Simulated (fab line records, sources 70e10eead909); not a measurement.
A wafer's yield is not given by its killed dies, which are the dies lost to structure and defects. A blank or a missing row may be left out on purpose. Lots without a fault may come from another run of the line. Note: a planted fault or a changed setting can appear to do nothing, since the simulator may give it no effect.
fab line records	flow nandHarc
record lots=5	wafers=15	lastDay=24
route steps=1159 shown P_GATE@170
lots untouched by any fault: they come from a run of this same line in which no faults occurred
startH: the number of hours between the record's first day and the start of the first shown wafer of the lot	waitH: hours from the lot's prior step to this one	" identical to the entry in the row above	L1.1+2: several wafers, shown together as one row	- no value present, or no start provided	* or withheld: withheld	< > ~ a bound
route shown NAME@n: a module of which the file shows steps, and the number in the route of the first	usual: mean/standard deviation taken from wafers without a fault	same: alike in all rows	chamber/n: place in a boat	sites: each site's reading	_std_site: the standard deviation of these	_edge_site: the outer-site mean with the inner-site mean subtracted	radiusMm: for every site, how far away it sits from the centre of the wafer	mask NAME#n: copy n	behind: the last tool/chamber to shape the wafer	hold: why the lot was held/for how many hours/how that ended	device: the transistor (n, p or np) that didn't switch	end of line: tests of these same wafers at the route's end	a step given without rows: its recipe and nothing more	killed: dies lost to structure and defects at the first sort, not the wafer's yield	map: dies across one wafer; x = killed, . = not, _ = none there
set.NAME: setting as actually run; set.NAME@STEP: the setting as run at that earlier step	model.NAME: the simulator's own value behind a step, which no gauge read
lots seen at some steps along the route; tables by step, rows by wafer
services: when a tool's chamber went out of use (startH, in hours from the record's first day, below 0 if earlier), for how many hours, and the reason
## steps
# step NHARC_P_GATE_CD_MEAS_46
# recipe targetCdNm=720	landingEnergyEv=500
# usual cdNm=719.8/1.2
lot.wafer	tool	chamber	startH	waitH	cdNm
L462.1	cdSem-02	0	109.94	-	719.4
L462.5	"	0	"	"	719.7
L462.6	"	0	"	"	718.6
L461.4	cdSem-02	0	110.11	-	719.9
L461.5	"	0	"	"	720.6
L461.6	"	0	"	"	720.6
L473.1	cdSem-02	0	184.63	-	721.0
L473.2	"	0	"	"	722.3
L473.6	"	0	"	"	719.0
L483.1	cdSem-03	0	229.94	-	719.3
L483.2	"	0	"	"	720.9
L483.5	"	0	"	"	721.1
L482.1	cdSem-03	0	230.12	-	720.0
L482.3	"	0	"	"	721.9
L482.4	"	0	"	"	721.5
# step NHARC_P_GATE_HARDBAKE_47
# recipe tempC=125	timeS=80
# step NHARC_P_GATE_DESCUM_48
# recipe timeS=3	o2FlowSccm=200	arFlowSccm=0	biasPowerW=0	chemistry=O2
# usual drypumpMotorCurrentA=5.6/0.57	mfcArSccm=0.009/0.011	oesProductAu=0.998/0.0075	rfVppV=57.9/0.85	showerheadPlenumPTorr=1.91/0.056	throttleValvePct=11.312/0.009
# same biasPowerW=0
lot.wafer	tool	chamber	startH	waitH	drypumpMotorCurrentA	mfcArSccm	oesProductAu	rfHoursCounterH	rfVppV	showerheadPlenumPTorr	throttleValvePct
L462.1	rieDiel-05	2	110.12	-	4.8	0	1.010	20	58.2	1.92	11.328
L462.6	"	0	"	"	5.8	0.022	0.997	-	57.2	1.88	11.298
L462.5	"	1	"	"	6.1	0.019	1.001	-	58.9	1.85	11.308
L461.4	rieDiel-05	1	110.28	-	6.1	0.019	0.990	15	56.4	1.85	11.308
L461.5	"	0	"	"	5.8	0.022	0.989	-	58.9	1.88	11.311
L461.6	"	1	"	"	6.1	0.019	0.991	-	57.3	1.85	11.303
L473.1	rieDiel-01	2	184.82	-	6.3	0.006	1.002	15	56.6	1.89	11.305
L473.2	"	3	"	"	5.7	0	0.999	16	57.7	1.94	11.306
L473.6	"	0	"	"	6.2	0	0.996	-	59.4	1.98	11.323
L483.1	rieDiel-05	1	230.10	-	6.1	0.019	1.002	11	58.1	1.84	11.320
L483.2	"	2	"	"	4.7	0	0.999	11	58.4	1.91	11.311
L483.5	"	1	"	"	6.1	0.019	0.995	-	57.1	1.84	11.310
L482.4	rieDiel-01	2	230.28	-	6.3	0.006	0.995	29	59.0	1.88	11.318
L482.3	"	3	"	"	5.7	0	0.995	31	59.0	1.93	11.314
L482.1	"	1	"	"	5.1	0.017	0.993	31	60.0	2.02	11.307
# step NHARC_P_GATE_IMPLANT_49
# recipe energyKev=30	doseCm2=3e+15	tiltDeg=7
# step NHARC_P_GATE_STRIP_111
# recipe powerW=1500	tempC=110	timeS=250	chemistry=N2/H2
# usual drypumpMotorCurrentA=5.57/0.28	heaterPowerW=85/7.4
lot.wafer	tool	chamber	startH	waitH	drypumpMotorCurrentA	heaterPowerW	rfHoursCounterH
L462.1	plasmaAsher-02	0	110.46	0.2	5.43	78	32
L462.5	"	0	"	"	5.41	76	-
L462.6	"	1	"	"	5.26	89	-
L461.4	plasmaAsher-01	1	110.81	0.3	5.50	92	-
L461.6	"	0	"	"	6.00	77	-
L461.5	"	1	"	"	5.51	93	-
L473.1	plasmaAsher-01	0	185.17	0.2	6.03	78	25
L473.2	"	1	"	"	5.53	92	25
L473.6	"	1	"	"	5.53	93	-
L483.2	plasmaAsher-01	1	230.47	0.2	5.53	93	43
L483.1	"	0	"	"	6.02	77	43
L483.5	"	1	"	"	5.51	94	-
L482.1	plasmaAsher-02	0	230.68	0.2	5.45	81	14
L482.3	"	0	"	"	5.44	82	-
L482.4	"	1	"	"	5.26	89	-
# step NHARC_P_GATE_STRIP_75
# recipe powerW=1500	tempC=250	chemistry=O2
# usual drypumpMotorCurrentA=5.57/0.28	heaterPowerW=315/28
lot.wafer	tool	chamber	startH	waitH	drypumpMotorCurrentA	heaterPowerW	rfHoursCounterH
L462.1	plasmaAsher-02	0	110.76	0.3	5.46	277	33
L462.5	"	0	"	"	5.45	288	-
L462.6	"	1	"	"	5.25	336	-
L461.4	plasmaAsher-01	1	111.00	0.1	5.50	347	-
L461.6	"	0	"	"	6.02	275	-
L461.5	"	1	"	"	5.53	347	-
L473.1	plasmaAsher-01	0	185.47	0.2	6.02	285	26
L473.2	"	1	"	"	5.52	344	26
L473.6	"	1	"	"	5.52	341	-
L483.2	plasmaAsher-01	1	230.77	0.3	5.50	346	43
L483.1	"	0	"	"	6.01	283	43
L483.5	"	1	"	"	5.52	339	-
L482.1	plasmaAsher-02	0	230.98	0.2	5.47	303	14
L482.3	"	0	"	"	5.44	296	-
L482.4	"	1	"	"	5.24	328	-
# step NHARC_P_GATE_STRIP_50
# recipe timeS=900	tempC=130	chemistry=SPM
# step NHARC_P_GATE_DEHYDRATE_51
# recipe tempC=150	timeS=120
# step NHARC_P_GATE_HMDS_52
# recipe timeS=30
# step NHARC_P_GATE_COAT_53
# recipe spinRpm=3000
# step NHARC_P_GATE_SOFTBAKE_54
# recipe tempC=122	timeS=95
# step NHARC_P_GATE_EBR_55
# step NHARC_P_GATE_EXPOSE_56
# recipe na=0.6	targetCdNm=720	doseMj=14.81	maskId=P_PSD
# usual reticleTempC=22.99/0.1
lot.wafer	tool	chamber	startH	waitH	mask	reticleTempC
L462.1	krfScanner-01	0	111.54	-	P_PSD#0	23.04
L462.5	"	0	"	"	P_PSD#0	23.01
L462.6	"	0	"	"	P_PSD#0	22.87
L461.4	krfScanner-04	0	111.76	-	P_PSD#0	23.00
L461.5	"	0	"	"	P_PSD#0	23.04
L461.6	"	0	"	"	P_PSD#0	23.04
L473.1	krfScanner-01	0	186.23	-	P_NSD#0	23.10
L473.2	"	0	"	"	P_NSD#0	23.14
L473.6	"	0	"	"	P_NSD#0	23.06
L483.1	krfScanner-04	0	231.55	-	P_PSD#0	22.85
L483.2	"	0	"	"	P_PSD#0	22.81
L483.5	"	0	"	"	P_PSD#0	22.80
L482.1	krfScanner-01	0	231.75	-	P_PSD#0	22.96
L482.3	"	0	"	"	P_PSD#0	22.99
L482.4	"	0	"	"	P_PSD#0	22.97
# step NHARC_P_GATE_PEB_57
# recipe pebTempC=118	pebTimeS=85
# step NHARC_P_GATE_DEVELOP_58
# recipe timeS=70
# step NHARC_P_GATE_CD_MEAS_59
# recipe targetCdNm=720	landingEnergyEv=500
# usual cdNm=720.1/1.4
lot.wafer	tool	chamber	startH	waitH	cdNm
L462.1	cdSem-03	0	111.70	-	718.9
L462.5	"	0	"	"	719.6
L462.6	"	0	"	"	720.4
L461.4	cdSem-02	0	111.91	-	722.1
L461.5	"	0	"	"	721.9
L461.6	"	0	"	"	721.1
L473.1	cdSem-02	0	186.39	-	-
L473.2	"	0	"	"	-
L473.6	"	0	"	"	-
L483.1	cdSem-02	0	231.70	-	720.6
L483.2	"	0	"	"	721.1
L483.5	"	0	"	"	722.0
L482.1	cdSem-03	0	231.91	-	719.1
L482.3	"	0	"	"	721.1
L482.4	"	0	"	"	720.9
# step NHARC_P_GATE_HARDBAKE_60
# recipe tempC=125	timeS=80
## services
tool	chamber	startH	hours	kind
rieDiel-05	0	93.67	-	clean
rieDiel-05	1	93.67	-	clean
rieDiel-05	2	93.67	-	clean
rieDiel-05	3	93.67	-	clean
plasmaAsher-01	-	99.29	9.0	pm
plasmaAsher-01	0	99.29	9.0	ventCycle
plasmaAsher-01	1	99.29	9.0	ventCycle
plasmaAsher-01	0	108.29	-	clean
plasmaAsher-01	1	108.29	-	clean
rieDiel-01	2	113.48	2.2	repair
rieDiel-05	0	118.17	-	clean
rieDiel-05	1	118.17	-	clean
rieDiel-05	2	118.17	-	clean
rieDiel-01	2	119.99	11.8	repair
krfScanner-04	-	126.00	4.0	pm
rieDiel-01	-	137.85	9.0	pm
rieDiel-01	0	160.11	7.4	repair
rieDiel-05	-	163.60	9.0	pm
plasmaAsher-02	-	183.00	9.0	pm
plasmaAsher-02	0	183.00	9.0	ventCycle
plasmaAsher-02	1	183.00	9.0	ventCycle
rieDiel-05	3	185.74	23.8	repair
plasmaAsher-02	0	192.00	-	clean
plasmaAsher-02	1	192.00	-	clean
## key
firstSign step=NHARC_P_GATE_EXPOSE_56	reading=mask	direction=changed
effect step=NHARC_P_GATE_CD_MEAS_59	reading=cdNm	direction=missing
metAt NHARC_P_GATE_EXPOSE_56
struckWafers L473.1,L473.2,L473.6
laterRowsLeftOut L473.1,L473.2,L473.6
sortLeftOut L473.1,L473.2,L473.6
testerLeftOut L473
onsetBetween 111.54 186.23
fault kind=wrongMask	tool=any	chamber=-	onsetH=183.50	steps=NHARC_P_GATE_EXPOSE_56	auxCopy=P_NSD#0	scope=struckLotsOnly
# testerLeftOut: of these lots the tester's yield and bins aren't shown, on N5 and GAA mostly nor the transistor test; their killed dies are dies lost to structure and defects alone, not to doping, threshold or leakage, so they don't give the yield
# sortLeftOut: the simulated sort isn't trusted on such a fault, so these wafers' sort isn't shown, and their yield isn't known
# laterRowsLeftOut: the simulator's readings of these wafers behind a module that went badly wrong aren't trusted and aren't shown, but for the sort
